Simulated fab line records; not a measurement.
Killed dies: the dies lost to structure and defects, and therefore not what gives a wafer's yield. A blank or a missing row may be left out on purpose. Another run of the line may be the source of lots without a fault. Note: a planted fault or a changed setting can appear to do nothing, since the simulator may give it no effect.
fab line records    flow nand-harc
record lots=5  wafers=15  last-day=31
route steps=1302 shown A_STAIRCASE@690
lots that met no fault: from a run of the same line without faults
start-h: start of the lot's first displayed wafer, in hours after the record's first day    wait-h: time in hours since the lot's previous step    " the same as in the row above    L1.1+2: one row covering several wafers at once    - either no value or no given start    * or withheld: withheld    < > ~ a bound
route shown NAME@n: NAME is a module with steps in the file, n the number in the route of the first one    usual: the fault-free wafers' mean and standard deviation    same: alike in all rows    chamber/n: place in a boat    sites: each site's reading    _std_site: the standard deviation of these    _edge_site: mean of outer sites minus mean of inner sites    radius-mm: how far each site lies from the wafer's centre    mask NAME#n: copy n    behind: the most recent tool/chamber to have shaped the wafer    hold: reason for holding the lot/hours on hold/outcome of the hold    device: transistor that didn't switch, given as n, p or np    end of line: the tests these same wafers got at the end of their route    where a step has no rows: the recipe by itself    killed: not the wafer's yield, but the dies lost to structure and defects at the first sort    map: a wafer's dies, x killed, . not, _ none there
set.NAME: the run value of the setting; set.NAME@STEP: its run value at that earlier step    model.NAME: the simulator's own value behind a step, which no gauge read
lots at selected steps of the route; one table per step, one row per wafer
services: when a tool's chamber went out of use (start-h, in hours from the record's first day, below 0 if earlier), for how many hours, and the reason
## steps
# step NHARC_A_STAIRCASE_DEHYDRATE_176
# recipe temp-c=150  time-s=120
# step NHARC_A_STAIRCASE_HMDS_177
# recipe time-s=30
# step NHARC_A_STAIRCASE_COAT_178
# recipe spin-rpm=1200
# step NHARC_A_STAIRCASE_SOFTBAKE_179
# recipe temp-c=135  time-s=170
# step NHARC_A_STAIRCASE_EBR_180
# step NHARC_A_STAIRCASE_EXPOSE_181
# recipe na=0.5  dose-mj=27.87  mask-id=STAIR_2
# step NHARC_A_STAIRCASE_PEB_182
# recipe peb-temp-c=115  peb-time-s=130
# step NHARC_A_STAIRCASE_DEVELOP_183
# recipe time-s=140
# step NHARC_A_STAIRCASE_HARDBAKE_185
# recipe temp-c=120  time-s=140
# step NHARC_A_STAIRCASE_DESCUM_186
# recipe time-s=3  o2-flow-sccm=200  ar-flow-sccm=0  bias-power-w=0  chemistry=O2
# usual drypump-motor-current-A=5.7/0.66  o2-flow-sccm=200.0/0.58  oes-product-au=1.004/0.012  rf-vpp-V=57.7/0.82  showerhead-plenum-p-Torr=1.89/0.065  throttle-valve-pct=11.311/0.0084
lot.wafer  tool         chamber  start-h  wait-h  drypump-motor-current-A  o2-flow-sccm  oes-product-au  rf-hours-counter-h  rf-vpp-V  showerhead-plenum-p-Torr  throttle-valve-pct
L930.3     rie-diel-13  1        363.20   -       4.9                      199.8         0.989           3                   55.8      1.94                      11.308
L930.6     "            3        "        "       5.3                      199.0         1.018           -                   58.2      1.99                      11.311
L930.5     "            0        "        "       5.6                      199.6         0.989           -                   56.9      1.90                      11.296
L932.2     rie-diel-11  1        391.96   -       6.2                      200.4         1.002           40                  57.5      1.86                      11.323
L932.5     "            1        "        "       6.2                      199.7         1.005           -                   57.9      1.86                      11.318
L932.6     "            2        "        "       6.5                      199.1         0.996           -                   57.8      1.92                      11.311
L936.2     rie-diel-13  3        436.94   -       5.3                      200.3         1.019           25                  58.0      1.98                      11.321
L936.6     "            0        "        "       5.6                      200.4         1.004           -                   57.3      1.90                      11.309
L936.5     "            1        "        "       5.0                      199.4         1.000           -                   58.1      1.94                      11.311
L942.2     rie-diel-09  0        506.40   -       5.2                      199.8         1.018           0                   57.4      1.87                      11.321
L942.4     "            1        "        "       6.5                      199.4         1.013           0                   60.0      2.02                      11.325
L942.5     "            3        "        "       5.0                      200.2         1.003           -                   58.3      1.84                      11.318
L945.3     rie-diel-09  2        535.69   -       6.5                      200.3         1.014           15                  56.1      1.84                      11.316
L945.1     "            3        "        "       5.0                      199.9         1.002           15                  57.2      1.83                      11.307
L945.2     "            1        "        "       6.5                      199.8         1.010           15                  58.9      2.02                      11.318
# step NHARC_A_STAIRCASE_TRIM_187
# recipe time-s=211.2  o2-flow-sccm=500  ar-flow-sccm=0  bias-w=0  chemistry=O2
# usual drypump-motor-current-A=5.7/0.67  o2-flow-sccm=500.1/1.6  oes-product-au=1.001/0.012  rf-vpp-V=57.7/0.89  showerhead-plenum-p-Torr=3.49/0.11  throttle-valve-pct=17.035/0.0099
lot.wafer  tool         chamber  start-h  wait-h  drypump-motor-current-A  o2-flow-sccm  oes-product-au  rf-hours-counter-h  rf-vpp-V  showerhead-plenum-p-Torr  throttle-valve-pct
L930.3     rie-diel-13  1        363.30   0.1     5.0                      501.7         1.000           3                   57.9      3.58                      17.037
L930.5     "            3        "        "       5.4                      501.7         1.018           -                   57.6      3.65                      17.026
L930.6     "            0        "        "       5.6                      501.1         1.007           -                   58.4      3.51                      17.034
L932.2     rie-diel-11  3        392.07   0.1     4.8                      503.8         1.001           40                  56.0      3.31                      17.034
L932.5     "            1        "        "       6.3                      500.0         1.016           -                   56.4      3.43                      17.062
L932.6     "            2        "        "       6.5                      498.4         1.007           -                   57.0      3.53                      17.037
L936.2     rie-diel-13  0        437.00   0.1     5.6                      500.7         1.004           26                  58.4      3.50                      17.024
L936.6     "            0        "        "       5.6                      500.4         1.001           -                   57.5      3.50                      17.049
L936.5     "            1        "        "       5.0                      500.1         0.991           -                   57.4      3.57                      17.025
L942.4     rie-diel-09  0        506.49   0.1     5.2                      499.6         1.025           0                   58.1      3.45                      17.024
L942.2     "            1        "        "       6.5                      497.7         1.024           0                   59.7      3.72                      17.034
L942.5     "            2        "        "       6.5                      502.1         1.017           -                   58.1      3.41                      17.030
L945.2     rie-diel-09  2        535.79   0.1     6.5                      499.7         1.010           15                  57.2      3.40                      17.049
L945.3     "            3        "        "       5.0                      498.9         1.005           15                  57.6      3.39                      17.024
L945.1     "            0        "        "       5.2                      498.8         1.015           15                  58.0      3.44                      17.037
# step NHARC_A_STAIRCASE_ETCH_188
# recipe target-depth-a=1000  time-s=40.5  ion-energy-ev=400  c4f8-flow-sccm=20  o2-flow-sccm=10  ar-flow-sccm=withheld  rf-w=600  bias-w=1000  chemistry=C4F8/O2
# usual oes-product-au=0.945/0.015  rf-fwd-power-W=592/3.2  rf-vpp-V=895/4.3
lot.wafer  tool         chamber  start-h  wait-h  oes-product-au  rf-fwd-power-W  rf-hours-counter-h  rf-vpp-V
L930.3     rie-diel-13  3        363.44   -       0.941           590             4                   901
L930.6     "            0        "        "       0.939           589             -                   895
L930.5     "            1        "        "       0.938           586             -                   898
L932.2     rie-diel-11  3        392.20   -       0.956           592             40                  887
L932.5     "            3        "        "       0.954           589             -                   890
L932.6     "            0        "        "       0.961           594             -                   895
L936.2     rie-diel-13  0        437.16   -       1.170           831             26                  895
L936.6     "            2        "        "       0.971           594             -                   897
L936.5     "            3        "        "       0.971           589             -                   900
L942.4     rie-diel-09  0        506.62   -       0.982           595             0                   892
L942.2     "            1        "        "       0.980           591             0                   904
L942.5     "            0        "        "       0.982           594             -                   894
L945.3     rie-diel-09  0        535.93   -       0.970           597             15                  892
L945.1     "            2        "        "       0.960           593             15                  892
L945.2     "            3        "        "       0.944           593             15                  890
# step NHARC_A_STAIRCASE_TRIM_189
# recipe time-s=211.2  o2-flow-sccm=500  ar-flow-sccm=0  bias-w=0  chemistry=O2
# usual drypump-motor-current-A=5.7/0.66  o2-flow-sccm=499.8/1.5  oes-product-au=1.003/0.012  rf-vpp-V=57.8/0.83  showerhead-plenum-p-Torr=3.50/0.11  throttle-valve-pct=17.037/0.0084
lot.wafer  tool         chamber  start-h  wait-h  drypump-motor-current-A  o2-flow-sccm  oes-product-au  rf-hours-counter-h  rf-vpp-V  showerhead-plenum-p-Torr  throttle-valve-pct
L930.3     rie-diel-13  2        -        -       6.3                      501.1         1.002           4                   57.8      3.59                      17.038
L930.5     "            3        "        "       5.3                      497.6         1.028           -                   57.9      3.65                      17.026
L930.6     "            0        "        "       5.6                      501.2         0.997           -                   57.6      3.51                      17.044
L932.2     rie-diel-11  3        -        -       4.8                      499.0         0.994           40                  57.9      3.31                      17.034
L932.5     "            2        "        "       6.5                      500.2         1.004           -                   58.0      3.53                      17.043
L932.6     "            3        "        "       4.8                      499.2         0.993           -                   56.7      3.31                      17.034
L936.2     rie-diel-13  2        -        -       6.4                      496.9         1.004           28                  59.0      3.57                      17.032
L936.6     "            2        "        "       6.4                      501.3         1.013           -                   58.1      3.57                      17.040
L936.5     "            3        "        "       5.3                      501.9         1.019           -                   58.6      3.64                      17.040
L942.4     rie-diel-09  0        -        -       5.2                      499.4         1.019           0                   57.9      3.44                      17.045
L942.2     "            2        "        "       6.5                      500.7         1.027           0                   57.8      3.41                      17.028
L942.5     "            0        "        "       5.2                      500.9         1.025           -                   57.6      3.44                      17.045
L945.1     rie-diel-09  3        -        -       5.0                      499.2         1.006           15                  57.5      3.39                      17.026
L945.2     "            0        "        "       5.2                      497.6         1.019           15                  55.8      3.44                      17.038
L945.3     "            2        "        "       6.5                      499.7         1.008           15                  57.9      3.40                      17.029
## services
tool         chamber  start-h  hours  kind
rie-diel-13  -        343.03   9.0    pm
rie-diel-13  0        343.03   9.0    vent-cycle
rie-diel-13  1        343.03   9.0    vent-cycle
rie-diel-13  2        343.03   9.0    vent-cycle
rie-diel-13  3        343.03   9.0    vent-cycle
rie-diel-13  0        352.03   -      clean
rie-diel-13  0        352.03   -      consumable-replace:esc
rie-diel-13  0        352.03   -      consumable-replace:focus-ring
rie-diel-13  1        352.03   -      clean
rie-diel-13  2        352.03   -      clean
rie-diel-13  3        352.03   -      clean
rie-diel-09  0        353.64   -      clean
rie-diel-09  1        353.64   -      clean
rie-diel-09  2        353.64   -      clean
rie-diel-09  3        353.64   -      clean
rie-diel-13  0        376.60   -      clean
rie-diel-09  2        392.13   13.0   repair
rie-diel-11  -        433.52   9.0    pm
rie-diel-13  2        458.66   13.8   repair
rie-diel-09  3        489.26   9.1    repair
rie-diel-09  -        497.16   9.0    pm
rie-diel-11  1        505.11   6.3    repair
rie-diel-11  3        508.59   2.6    repair
rie-diel-13  -        520.04   9.0    pm
## key
first-sign step=NHARC_A_STAIRCASE_ETCH_188  reading=rf-fwd-power-W  direction=up  sigmas=75  usual=*  struck=*
effect step=NHARC_A_STAIRCASE_ETCH_188  reading=oes-product-au  direction=up  sigmas=15  usual=0.945  struck=1.170
met-at NHARC_A_STAIRCASE_ETCH_188
struck-wafers L936.2
later-rows-left-out L936.2
sort-left-out L936.2
tester-left-out L936
onset-between 363.44 437.16
fault kind=process-parameter-drift  tool=rie-diel-13  chamber=0  onset-h=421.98  steps=NHARC_A_STAIRCASE_ETCH_188  channel=rf-w  offset=*  shape=step  end-h=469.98  acts-in=*  stated=*
# tester-left-out: of these lots the tester's yield and bins aren't shown, on N5 and GAA mostly nor the transistor test; their killed dies are dies lost to structure and defects alone, not to doping, threshold or leakage, so they don't give the yield
# sort-left-out: the simulated sort isn't trusted on such a fault, so these wafers' sort isn't shown, and their yield isn't known
# later-rows-left-out: the simulator's readings of these wafers behind a module that went badly wrong aren't trusted and aren't shown, but for the sort
